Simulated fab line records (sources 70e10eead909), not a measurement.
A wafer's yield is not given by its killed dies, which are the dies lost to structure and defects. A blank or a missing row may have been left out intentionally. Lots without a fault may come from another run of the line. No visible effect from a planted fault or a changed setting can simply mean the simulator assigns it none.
The same fault as seen by 2 desks ; flow nand-harc ; each desk has only its own numbers; what lay behind them comes last

## TOOL OWNER'S DESK, rie-diel-08
The tool's own readings at NHARC_A_CONTACT_ETCH_98 (etches the open film in C4F6/O2, target depth 20 nm, time 10 s): means of the sampled wafers that have a number, for each lot that ran on this tool. If a lot's mean is further than 4 standard deviations from the usual mean, the lot is out of limits and carries the mark OUT (the distance appears in the brackets).
Columns: A = drypump-motor-current-A at NHARC_A_CONTACT_ETCH_98, usual 5.8 A; B = o2-flow-sccm at NHARC_A_CONTACT_ETCH_98, usual 20.00 sccm; C = oes-product-au at NHARC_A_CONTACT_ETCH_98, usual 0.963 a.u.; D = rf-vpp-V at NHARC_A_CONTACT_ETCH_98, usual 546.1 V; E = showerhead-plenum-p-Torr at NHARC_A_CONTACT_ETCH_98, usual 3.88 Torr; F = throttle-valve-pct at NHARC_A_CONTACT_ETCH_98, usual 26.905 %
lot;first seen here;A;B;C;D;E;F
L536;day 16 23:51;5.5;20.02;0.992;544.2;3.78;26.903
L537;day 17 09:01;6.1;20.00;0.971;546.2;3.88;26.909
L539;day 17 12:34;6.4;20.05;0.948;545.2;3.83;26.908
L538;day 17 13:25;5.5;19.92;0.947;546.4;3.87;26.904
L540;day 17 23:56;5.3;19.95;0.957;544.5;3.80;26.901
L541;day 18 05:55;6.1;20.01;0.943;546.1;3.87;26.908
L543;day 18 16:22;5.8;20.01;0.957;544.1;3.83;26.904
L544;day 18 18:58;6.4;19.98;0.939;544.3;3.83;26.897
L549;day 19 23:19;5.7;20.02;0.750 (-8.9) OUT;547.4;3.91;26.903
L550;day 20 08:35;6.0;20.01;0.734 (-9.5) OUT;544.3;3.80;26.903
Finding of this desk: L549, L550 out of limits; the first was L549 at day 19 23:19, on oes-product-au at NHARC_A_CONTACT_ETCH_98. L536, L537, L539, L538, L540, L541, L543, L544 stayed within limits.

## FROM THE METROLOGY DESK
Means of the sampled wafers that have a number, per lot and without regard to the tool the lot ran on: this is what the gauges read. If a lot's mean is further than 4 standard deviations from the usual mean, the lot is out of limits and carries the mark OUT (the distance appears in the brackets).
Columns: A = overlay-x-nm at NHARC_A_CONTACT_OVL_MEAS_09, usual 0.1 nm; B = overlay-y-nm at NHARC_A_CONTACT_OVL_MEAS_09, usual -0.1 nm; C = cd-nm at NHARC_A_CONTACT_CD_MEAS_15, usual 89.9 nm
lot;first seen here;A;B;C
L536;day 16 21:21;0.0;1.6;89.2
L537;day 17 06:41;0.3;-0.3;89.6
L539;day 17 10:14;-0.2;0.4;89.7
L538;day 17 11:05;1.7;0.7;90.1
L540;day 17 21:37;1.6;-0.7;89.6
L541;day 18 03:29;-0.4;-0.1;89.6
L543;day 18 14:02;0.0;-1.3;90.4
L544;day 18 16:34;-0.8;-0.6;89.7
L549;day 19 20:59;0.1;-0.3;90.1
L550;day 20 06:11;-0.1;-2.0;90.0
L552;day 21 00:14;-1.2;0.4;90.1
L553;day 21 03:23;1.2;0.1;90.2
L556;day 21 18:47;-0.4;0.0;90.2
L558;day 23 04:28;0.4;0.4;90.0
This desk's finding: nothing out of limits on any of the 14 lots.

## PUT TOGETHER
The tool owner's desk had the chance to raise an alarm at day 19 23:19 on L549, L550.
From the metrology desk's view, nothing was out of limits.
The metrology desk has L549, L550 on record, within its limits.
The lots listed all ran NHARC_A_CONTACT_ETCH_98 on rie-diel-08.

## WHAT THE SIMULATOR HAD PUT IN
Drift in process parameters on rie-diel-08 at NHARC_A_CONTACT_ETCH_98, starting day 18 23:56. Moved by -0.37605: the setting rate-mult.
Lots struck among those shown: L549, L550.
Each desk's first reading out of limits, in hours after the fault started: the tool owner's desk, 23.
